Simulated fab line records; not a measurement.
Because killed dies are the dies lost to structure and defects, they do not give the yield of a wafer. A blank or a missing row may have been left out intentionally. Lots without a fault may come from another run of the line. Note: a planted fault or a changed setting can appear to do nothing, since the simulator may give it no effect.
Which of the tools did it?    flow nand-harc    36 wafers from 12 lots sampled at 5 of the route's 1159 steps

WHAT THE GAUGES READ, wafer by wafer
NHARC_END_SORT_01. Usual: killed-at-array 29, standard deviation 12; killed-at-other 0.7, standard deviation 1; killed-at-periphery 4, standard deviation 3.2; killed-dies 34, standard deviation 12; killed-open 3.4, standard deviation 2; killed-short 1.8, standard deviation 1.3.
lot   measured      on         killed-at-array  killed-at-other  killed-at-periphery  killed-dies  killed-open  killed-short  flag
L516  day 24 23:32  prober-02  642 625 70       3 1 2            2 3 1                647 629 73   8 7 3        1 0 2         OFF
L519  day 24 23:53  prober-01  32 51 640        1 1 0            1 1 2                34 53 642    2 5 2        3 1 0         OFF
L520  day 25 05:44  prober-02  43 618 33        2 0 1            1 1 1                46 619 35    7 4 2        3 1 1         OFF

WHICH TOOL RAN EACH LOT (tool, then ch and the chambers of the sampled wafers, then the start)
lot   NHARC_A_CONTACT_DESCUM_74           NHARC_A_CONTACT_ETCH_76             NHARC_A_CONTACT_ETCH_125              NHARC_A_CONTACT_ETCH_126
L497  rie-diel-04 ch 1,3, day 17 04:14    rie-diel-04 ch 0,3, day 17 04:27    har-cap-etch-03 ch 0,1, day 17 05:34  har-cap-etch-03 ch 0,1, day 17 05:43
L498  rie-diel-02 ch 0,1, day 17 05:15    rie-diel-02 ch 2,3, day 17 05:28    har-cap-etch-01 ch 0,1, day 17 06:37  har-cap-etch-01 ch 0,1, day 17 06:46
L499  rie-diel-04 ch 1,2, day 17 09:44    rie-diel-04 ch 1,2, day 17 10:02    har-cap-etch-03 ch 0,1, day 17 11:28  har-cap-etch-03 ch 0,1, day 17 11:40
L503  rie-diel-05 ch 0,2,3, day 18 11:58  rie-diel-05 ch 0,2,3, day 18 12:20  har-cap-etch-03 ch 0,1, day 18 13:47  har-cap-etch-03 ch 0,1, day 18 13:56
L508  rie-diel-02 ch 1,2, day 19 15:13    rie-diel-02 ch 0,2,3, day 19 15:25  har-cap-etch-03 ch 0,1, day 19 16:37  har-cap-etch-03 ch 0,1, day 19 16:45
L511  rie-diel-04 ch 0,1,3, day 19 17:14  rie-diel-04 ch 0,1,3, day 19 17:28  har-cap-etch-01 ch 0,1, day 19 18:37  har-cap-etch-01 ch 0,1, day 19 18:45
L509  rie-diel-05 ch 0,1,2, day 20 02:23  rie-diel-05 ch 1,2, day 20 02:49    har-cap-etch-03 ch 0,1, day 20 04:16  har-cap-etch-03 ch 0,1, day 20 04:24
L513  rie-diel-02 ch 0,1,2, day 20 18:47  rie-diel-02 ch 1,2,3, day 20 19:01  har-cap-etch-01 ch 0,1, day 20 20:08  har-cap-etch-01 ch 0,1, day 20 20:17
L512  rie-diel-04 ch 0,2,3, day 20 20:32  rie-diel-04 ch 1,2,3, day 20 20:44  har-cap-etch-03 ch 0,1, day 20 22:01  har-cap-etch-03 ch 0,1, day 20 22:12
L516  rie-diel-04 ch 1,2,3, day 22 00:20  rie-diel-04 ch 0,1, day 22 00:33    har-cap-etch-01 ch 0,1, day 22 01:46  har-cap-etch-01 ch 0,1, day 22 01:55
L519  rie-diel-04 ch 0,1,3, day 22 04:25  rie-diel-04 ch 0,1,3, day 22 04:37  har-cap-etch-03 ch 1, day 22 05:46    har-cap-etch-03 ch 1, day 22 05:54
L520  rie-diel-04 ch 0,1,3, day 22 05:40  rie-diel-04 ch 0,1,3, day 22 05:50  har-cap-etch-02 ch 0,1, day 22 07:03  har-cap-etch-02 ch 0,1, day 22 07:14
- NHARC_A_CONTACT_DESCUM_74: chemistry O2, time 3 s.
- NHARC_A_CONTACT_ETCH_76: etches the open film in N2/H2, target depth 260 nm, time 475.3 s.
- NHARC_A_CONTACT_ETCH_125: etches the open film in C4F8/O2/Ar, time 155 s, target depth 956 nm.
- NHARC_A_CONTACT_ETCH_126: etches the open film in C4F8/O2/Ar, time 155 s, target depth 956 nm.

WHAT THE TOOLS THEMSELVES READ (means of the sampled wafers that have a number; where no wafer has one, the mark that the record gives instead)
NHARC_A_CONTACT_DESCUM_74. Usual: drypump-motor-current-A 5.6 A, standard deviation 0.56; oes-product-au 1.002 a.u., standard deviation 0.0077; rf-vpp-V 57.8 V, standard deviation 0.9; showerhead-plenum-p-Torr 1.88 Torr, standard deviation 0.088; throttle-valve-pct 11.312 %, standard deviation 0.0086.
lot   tool         drypump-motor-current-A (A)  oes-product-au (a.u.)  rf-vpp-V (V)  showerhead-plenum-p-Torr (Torr)  throttle-valve-pct (%)  flag
L497  rie-diel-04  5.0                          1.001                  56.5          1.80                             11.313                  
L498  rie-diel-02  5.9                          1.002                  57.8          1.79                             11.306                  
L499  rie-diel-04  5.3                          1.007                  58.2          1.88                             11.310                  
L503  rie-diel-05  6.2                          1.013                  59.0          1.94                             11.312                  
L508  rie-diel-02  5.9                          1.002                  57.2          1.80                             11.304                  
L511  rie-diel-04  5.5                          1.001                  57.1          1.84                             11.314                  
L509  rie-diel-05  6.0                          0.990                  57.5          1.94                             11.308                  
L513  rie-diel-02  5.7                          1.005                  57.7          1.80                             11.316                  
L512  rie-diel-04  5.5                          1.005                  57.9          1.90                             11.308                  
L516  rie-diel-04  5.2                          1.000                  57.7          1.86                             11.317                  
L519  rie-diel-04  5.5                          1.000                  57.8          1.84                             11.312                  
L520  rie-diel-04  5.5                          1.001                  57.9          1.84                             11.311                  

NHARC_A_CONTACT_ETCH_76. Usual: drypump-motor-current-A 5.7 A, standard deviation 0.57; oes-product-au 1.002 a.u., standard deviation 0.0073; rf-vpp-V 429.4 V, standard deviation 2.8; run-length-s 496.6 s, standard deviation 0.42; showerhead-plenum-p-Torr 2.00 Torr, standard deviation 0.096; throttle-valve-pct 14.172 %, standard deviation 0.0078.
lot   tool         drypump-motor-current-A (A)  oes-product-au (a.u.)  rf-vpp-V (V)  run-length-s (s)  showerhead-plenum-p-Torr (Torr)  throttle-valve-pct (%)  flag
L497  rie-diel-04  5.4                          1.005                  428.7         496.8             1.96                             14.173                  
L498  rie-diel-02  6.0                          1.003                  428.1         496.9             1.93                             14.179                  
L499  rie-diel-04  5.3                          1.004                  431.7         496.4             2.07                             14.175                  
L503  rie-diel-05  6.2                          1.008                  431.1         496.5             2.07                             14.166                  
L508  rie-diel-02  5.8                          1.002                  426.5         496.9             1.92                             14.175                  
L511  rie-diel-04  5.5                          1.000                  427.9         496.5             1.96                             14.172                  
L509  rie-diel-05  6.1                          1.003                  430.4         496.8             2.06                             14.169                  
L513  rie-diel-02  6.0                          1.001                  428.1         497.0             1.91                             14.173                  
L512  rie-diel-04  5.1                          0.992                  429.9         496.7             1.99                             14.163                  
L516  rie-diel-04  6.0                          0.993                  429.1         407.7             2.01                             14.176                  OFF
L519  rie-diel-04  5.5                          0.999                  428.6         452.4             1.96                             14.169                  OFF
L520  rie-diel-04  5.5                          1.000                  428.8         452.2             1.96                             14.168                  OFF

THE ANSWER, worked out from the rows above alone
Rule: a lot counts as off when the mean over its wafers that have a number is more than 3 standard deviations away from the usual mean. Also off: a lot with no number at a reading for which 4 or more lots have one. Any other lot the step has rows for is counted as sound. The gauges are gone through in route order, then the tools' own readings, and for those a lot's mean is taken as printed above. At the first step where some lot is off, the reading lying furthest off is the one used; lots without a number count as furthest.
Off: L516, L519, L520 (NHARC_END_SORT_01, killed-at-array). Neither off nor sound, because the step has no rows for them: L497, L498, L499, L503, L508, L511, L509, L513, L512.
A tool fits if, at a process step before that reading, it ran every lot that is off, and no sound lot after the first of them. The gauges at NHARC_END_SORT_01 aren't tried: what is off there is off at NHARC_A_CONTACT_ETCH_76 too, on other tools, and a gauge's error can't cause that. One fits: NHARC_A_CONTACT_DESCUM_74 and NHARC_A_CONTACT_ETCH_76 on rie-diel-04. It ran no sound lot before its first lot that is off in this sample, so the start can't be narrowed down.

WHAT HAD BEEN PUT IN BY THE SIMULATOR
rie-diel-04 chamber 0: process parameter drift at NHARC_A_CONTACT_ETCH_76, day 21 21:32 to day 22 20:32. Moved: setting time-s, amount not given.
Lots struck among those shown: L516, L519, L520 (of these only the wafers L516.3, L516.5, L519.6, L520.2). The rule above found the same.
